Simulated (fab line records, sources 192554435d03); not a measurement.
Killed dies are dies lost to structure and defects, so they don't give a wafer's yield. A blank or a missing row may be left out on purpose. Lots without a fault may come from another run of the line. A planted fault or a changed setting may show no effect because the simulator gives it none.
Which tool did it? | flow n5_finfet | 10 lots, 29 wafers sampled, at 5 steps of a route of 1938

WHAT THE GAUGES READ, wafer by wafer
N5_BEOL_M6_INSPECT_30: inspects for defects (brightfield).
lot  | measured     | on                | raw_defect_count
L187 | day 10 00:33 | defect_inspect-02 | 364 366 471
L191 | day 10 20:06 | defect_inspect-01 | 411 489 342
L193 | day 11 00:40 | defect_inspect-01 | 571 535 514
L192 | day 11 04:37 | defect_inspect-01 | 480 551 407
L194 | day 11 11:03 | defect_inspect-02 | 531 317 578
L199 | day 12 15:06 | defect_inspect-02 | 417 467 523
L200 | day 13 06:21 | defect_inspect-01 | 345 300 1361
L205 | day 14 20:17 | defect_inspect-02 | 549 280 416
L206 | day 14 20:05 | defect_inspect-01 | 374 305
L207 | day 15 04:50 | defect_inspect-02 | 471 556 369

WHICH TOOL RAN EACH LOT (tool, then ch and the chambers of the sampled wafers, then the start)
lot  | N5_BEOL_M5_ANNEAL_89         | N5_BEOL_M5_SPUTTER_90        | N5_BEOL_M6_HM_DEP_02         | N5_BEOL_M6_ETCH_61
L187 | pvd_sputter-01, day 9 14:46  | pvd_sputter-01, day 9 15:46  | pvd_sputter-02, day 9 20:28  | rie_diel-01 ch 1,2, day 9 20:58
L191 | pvd_sputter-03, day 10 11:40 | pvd_sputter-03, day 10 12:41 | pvd_sputter-01, day 10 16:25 | rie_diel-01 ch 0,2, day 10 17:38
L193 | pvd_sputter-03, day 10 18:53 | pvd_sputter-03, day 10 19:53 | pvd_sputter-03, day 10 22:25 | rie_diel-03 ch 0,2,3, day 10 23:41
L192 | pvd_sputter-02, day 10 20:58 | pvd_sputter-02, day 10 21:58 | pvd_sputter-01, day 11 00:55 | rie_diel-01 ch 1,2, day 11 01:45
L194 | pvd_sputter-03, day 11 04:32 | pvd_sputter-03, day 11 05:32 | pvd_sputter-03, day 11 08:28 | rie_diel-03 ch 1,3, day 11 09:44
L199 | pvd_sputter-02, day 12 07:47 | pvd_sputter-02, day 12 08:47 | pvd_sputter-01, day 12 13:08 | rie_diel-03 ch 1,2, day 12 13:45
L200 | pvd_sputter-01, day 13 00:53 | pvd_sputter-01, day 13 01:53 | pvd_sputter-01, day 13 04:28 | rie_diel-01 ch 0,1,2, day 13 05:09
L205 | pvd_sputter-02, day 14 10:43 | pvd_sputter-02, day 14 11:44 | pvd_sputter-03, day 14 15:28 | rie_diel-06 ch 0,2,3, day 14 16:31
L206 | pvd_sputter-01, day 14 10:56 | pvd_sputter-01, day 14 11:28 | pvd_sputter-02, day 14 15:12 | rie_diel-06 ch 0,2, day 14 15:54
L207 | pvd_sputter-01, day 14 20:20 | pvd_sputter-01, day 14 21:21 | pvd_sputter-02, day 15 00:52 | rie_diel-03 ch 0,1,3, day 15 01:31
- N5_BEOL_M5_ANNEAL_89: time 1800 s.
- N5_BEOL_M5_SPUTTER_90: material Cu, target thk 4.5 nm, time 8.29 s.
- N5_BEOL_M6_HM_DEP_02: deposits TiN, target thk 20 nm.
- N5_BEOL_M6_ETCH_61: etches SiARC in CF4, target depth 45.5 nm, time 75.8 s.

WHAT THE TOOLS THEMSELVES READ (means of the sampled wafers that have a number; where no wafer has one, the mark that the record gives instead)
N5_BEOL_M5_ANNEAL_89.
lot  | tool           | heater_power_w (W)
L187 | pvd_sputter-01 | 812
L191 | pvd_sputter-03 | 770
L193 | pvd_sputter-03 | 772
L192 | pvd_sputter-02 | 735
L194 | pvd_sputter-03 | 790
L199 | pvd_sputter-02 | 855
L200 | pvd_sputter-01 | 805
L205 | pvd_sputter-02 | 756
L206 | pvd_sputter-01 | 837
L207 | pvd_sputter-01 | 826

N5_BEOL_M5_SPUTTER_90.
lot  | tool           | throttle_valve_pct (%)
L187 | pvd_sputter-01 | 30.7
L191 | pvd_sputter-03 | 30.8
L193 | pvd_sputter-03 | 30.6
L192 | pvd_sputter-02 | 30.2
L194 | pvd_sputter-03 | 30.6
L199 | pvd_sputter-02 | 30.6
L200 | pvd_sputter-01 | 30.2
L205 | pvd_sputter-02 | 30.0
L206 | pvd_sputter-01 | 29.8
L207 | pvd_sputter-01 | 30.6

N5_BEOL_M6_HM_DEP_02.
lot  | tool           | throttle_valve_pct (%)
L187 | pvd_sputter-02 | 29.4
L191 | pvd_sputter-01 | 30.0
L193 | pvd_sputter-03 | 29.8
L192 | pvd_sputter-01 | 30.6
L194 | pvd_sputter-03 | 29.8
L199 | pvd_sputter-01 | 31.1
L200 | pvd_sputter-01 | 30.9
L205 | pvd_sputter-03 | 28.7
L206 | pvd_sputter-02 | 30.5
L207 | pvd_sputter-02 | 30.0

N5_BEOL_M6_ETCH_61.
lot  | tool        | drypump_motor_current_A (A) | etch_rf_on_time_s (s) | mfc_ar_sccm (sccm) | oes_product_au (a.u.) | rf_vpp_V (V) | showerhead_plenum_p_Torr (Torr) | throttle_valve_pct (%)
L187 | rie_diel-01 | 5.4                         | 73.0                  | 100.1              | 0.68                  | 183.7        | 2.19                            | 15.50
L191 | rie_diel-01 | 6.0                         | 75.4                  | 99.9               | 0.66                  | 185.1        | 2.23                            | 15.48
L193 | rie_diel-03 | 5.4                         | 74.8                  | 100.2              | 0.70                  | 184.1        | 2.13                            | 15.60
L192 | rie_diel-01 | 5.4                         | 72.5                  | 99.7               | 0.76                  | 184.8        | 2.27                            | 15.37
L194 | rie_diel-03 | 5.6                         | 73.1                  | 99.9               | 0.63                  | 184.6        | 2.15                            | 15.70
L199 | rie_diel-03 | 5.2                         | 73.5                  | 100.2              | 0.65                  | 185.5        | 2.17                            | 15.84
L200 | rie_diel-01 | 5.8                         | 75.3                  | 99.9               | 0.70                  | 186.0        | 2.25                            | 15.42
L205 | rie_diel-06 | 5.8                         | 76.2                  | 99.8               | 0.77                  | 184.0        | 2.18                            | 15.35
L206 | rie_diel-06 | 6.0                         | 75.6                  | 100.3              | 0.79                  | 184.2        | 2.15                            | 15.29
L207 | rie_diel-03 | 5.6                         | 74.8                  | 100.6              | 0.64                  | 184.9        | 2.13                            | 15.63

THE ANSWER, worked out from the rows above alone
Rule: what is usual is taken from the lots themselves. Put in order of their means at a reading, lots are off if they are a third of the lots or fewer, leave a main group of 4 or more, and stand apart from it by a gap of 3 or more times the standard deviation of the main group's means; of several such gaps the widest counts. A main group whose means are all the same, to the digits that the tables above print for the reading, isn't used. A lot without any number at a reading at which 4 lots or more have one is off too. The other lots that the step has rows for count as sound. The gauges are gone through in route order, then the tools' own readings, and for those a lot's mean is taken as printed above. The first step at which some lot is off is used, and at that step the reading that is off furthest; a lot without a number counts as furthest.
No lot is off at any reading shown: from this, nothing can be told.

WHAT THE SIMULATOR HAD PUT IN
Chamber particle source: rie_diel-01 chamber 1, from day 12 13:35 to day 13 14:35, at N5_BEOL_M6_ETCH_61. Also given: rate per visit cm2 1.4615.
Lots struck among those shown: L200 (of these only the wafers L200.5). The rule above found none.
